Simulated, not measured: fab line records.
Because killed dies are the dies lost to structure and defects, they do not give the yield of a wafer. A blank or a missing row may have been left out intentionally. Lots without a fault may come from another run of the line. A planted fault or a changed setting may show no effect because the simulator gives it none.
A lot that was struck, set against a sound lot -- flow nand_harc -- 44 out of 1302 route steps
Sound: the wafers L342.2, L342.4, L342.6. Wafers struck: L343.2, L343.4, L343.6. The cause comes at the end.
Order at every step that has rows: each side's tool, ch and its chambers, its first start. Under that, the readings that differ: sound wafers -- struck wafers -- difference of the means -- sigmas: that difference in standard deviations of wafers without a fault.
alike: words and numbers the same on both sides, and readings whose means are apart by under 2 such deviations; not compared: readings that were withheld, readings missing a value for some wafer, numbers with overlapping values and no deviation given by the record, and bounds like >300 which may hide the same value.
The two part at a step that has a row with sigmas, a row that says differs or no value, or rows on one side only. Numbers that don't overlap but have no deviation are shown without sigmas and don't part them. Lack of a reading on every wafer of one side parts them only where that side has two or more wafers.

first, 2 steps without rows for these wafers: NHARC_P_STI_SRD_39; NHARC_P_STI_OXIDE_40 (material SiO2, target thk 10 nm, ox time 1362 s).
NHARC_P_STI_INSPECT_25:
  sound on defect_inspect-01 at day 7 21:06; struck on defect_inspect-01 at day 8 03:02
  alike: raw_defect_count
then, 9 steps without rows for these wafers: NHARC_P_GATE_ETCH_69 (etches SiO2 in dHF, target depth 14 nm); NHARC_P_GATE_PRECLEAN_70 (cleans in SC1); NHARC_P_GATE_SRD_01; NHARC_P_GATE_OXIDE_02 (material SiO2, target thk 37.5 nm, ox time 365 s); NHARC_P_GATE_DEHYDRATE_03 (time 120 s); NHARC_P_GATE_HMDS_04 (time 30 s); NHARC_P_GATE_COAT_05; NHARC_P_GATE_SOFTBAKE_06 (time 95 s); NHARC_P_GATE_EBR_07.
NHARC_P_GATE_EXPOSE_08: exposes mask P HV.
  sound on krf_scanner-02 ch 0, day 8 05:37; struck on krf_scanner-03, day 8 11:17
  no value came back on the struck wafers for exposure_dose_mJ_cm2, focus_offset_nm (nm), reticle_temp_C (C); on the sound wafers exposure_dose_mJ_cm2 reads 16.738 16.741 16.774
  alike: mask
then, 2 steps without rows for these wafers: NHARC_P_GATE_PEB_09 (peb time 85 s); NHARC_P_GATE_DEVELOP_10 (time 70 s).
NHARC_P_GATE_CD_MEAS_11: target cd 1640 nm.
  sound on cd_sem-01 ch 0, day 8 05:47; struck on cd_sem-01 ch 0, day 8 11:26
reading,sound,struck,difference,sigmas
cd_nm (nm),1640.0 1643.9 1643.2,- - -,no value on the struck wafers,
then, 8 steps without rows for these wafers: NHARC_P_GATE_HARDBAKE_12 (time 80 s); NHARC_P_GATE_DESCUM_13 (chemistry O2, time 3 s); NHARC_P_GATE_ETCH_14 (etches SiO2 in dHF, target depth 48.8 nm); NHARC_P_GATE_STRIP_15 (strips in SPM, time 780 s); NHARC_P_GATE_PRECLEAN_71 (cleans in SC1); NHARC_P_GATE_SRD_72; NHARC_P_GATE_OXIDE_16 (material SiO2, target thk 3 nm, ox time 392 s); NHARC_P_GATE_CVD_17 (deposits poly-Si, target thk 150 nm, time 900 s).
NHARC_P_GATE_HM_DEP_102: deposits aC, target thk 120 nm.
  sound on acl_dep-02 ch 0, day 8 20:01; struck on acl_dep-02 ch 0, day 9 04:40
  alike: throttle_valve_pct
NHARC_P_GATE_DEP_103: deposits SiON, target thk 30 nm.
  sound on pecvd-04 ch 0,1, day 8 20:37; struck on pecvd-02 ch 0,1,2, day 9 05:16
  alike: heater_power_w
then, 8 steps without rows for these wafers: NHARC_P_GATE_DEHYDRATE_18 (time 120 s); NHARC_P_GATE_HMDS_19 (time 30 s); NHARC_P_GATE_COAT_20 (resist thk 90 nm); NHARC_P_GATE_SOFTBAKE_21 (time 55 s); NHARC_P_GATE_EBR_22; NHARC_P_GATE_EXPOSE_23 (exposes mask P GATE, target cd 120 nm); NHARC_P_GATE_PEB_24 (peb time 65 s); NHARC_P_GATE_DEVELOP_25 (develop time 35 s).
NHARC_P_GATE_CD_MEAS_26: target cd 120 nm.
  sound on cd_sem-02 ch 0, day 8 21:10; struck on cd_sem-02 ch 0, day 9 05:46
  alike: cd_nm
NHARC_P_GATE_OVL_MEAS_27:
  sound on overlay-01 at day 8 21:16; struck on overlay-02 at day 9 05:52
  alike: overlay_x_nm, overlay_y_nm
NHARC_P_GATE_INSPECT_28:
  sound on defect_inspect-02 at day 8 21:17; struck on defect_inspect-02 at day 9 05:54
reading,sound,struck,difference,sigmas
raw_defect_count,10 7 8,1100 1059 1116,+1083,+99 or more
NHARC_P_GATE_DESCUM_31: chemistry O2, time 3 s.
  sound on rie_diel-03 ch 0,1, day 8 21:22; struck on rie_diel-03 ch 0,2, day 9 05:59
  alike: drypump_motor_current_A, oes_product_au, rf_vpp_V, showerhead_plenum_p_Torr, throttle_valve_pct
  not compared: rf_hours_counter_h
NHARC_P_GATE_ETCH_104: etches the open film in CF4/CHF3, target depth 60 nm.
  sound on rie_diel-03 ch 0,2, day 8 21:26; struck on rie_diel-03 ch 0,3, day 9 06:04
  alike: drypump_motor_current_A, oes_product_au, rf_vpp_V, showerhead_plenum_p_Torr, throttle_valve_pct
NHARC_P_GATE_HM_OPEN_105: chemistry O2/COS, target depth 360 nm.
  sound on rie_diel-03 ch 0,3; struck on rie_diel-03 ch 0,3
  alike: drypump_motor_current_A, oes_product_au, rf_vpp_V, showerhead_plenum_p_Torr, throttle_valve_pct
  not compared: rf_hours_counter_h
then, 2 steps without rows for these wafers: NHARC_P_GATE_STRIP_106 (strips in O2/COS); NHARC_P_GATE_ETCH_114 (etches the open film in CF4/O2, target depth 30 nm, overetch 3 nm, time 16.5 s).
NHARC_P_GATE_INSPECT_68:
  sound on defect_inspect-02 at day 9 15:55; struck on defect_inspect-02 at day 10 02:14
reading,sound,struck,difference,sigmas
raw_defect_count,69 120 163,1319 1251 1296,+1171,+16
-- record jumps: 19 days between struck wafers' starts before vs after; left off in module P_GATE, resumes in module END, first step shown is number 1302 of the route --
NHARC_END_SORT_01:
  at this point the record logs the struck wafers (prober-02 ch 0, day 28 17:02) and has no rows for the sound ones

## WHERE THEY PART
At NHARC_P_GATE_EXPOSE_08 first; at NHARC_END_SORT_01 last (within this record only).

WHY: the cause the simulator had injected
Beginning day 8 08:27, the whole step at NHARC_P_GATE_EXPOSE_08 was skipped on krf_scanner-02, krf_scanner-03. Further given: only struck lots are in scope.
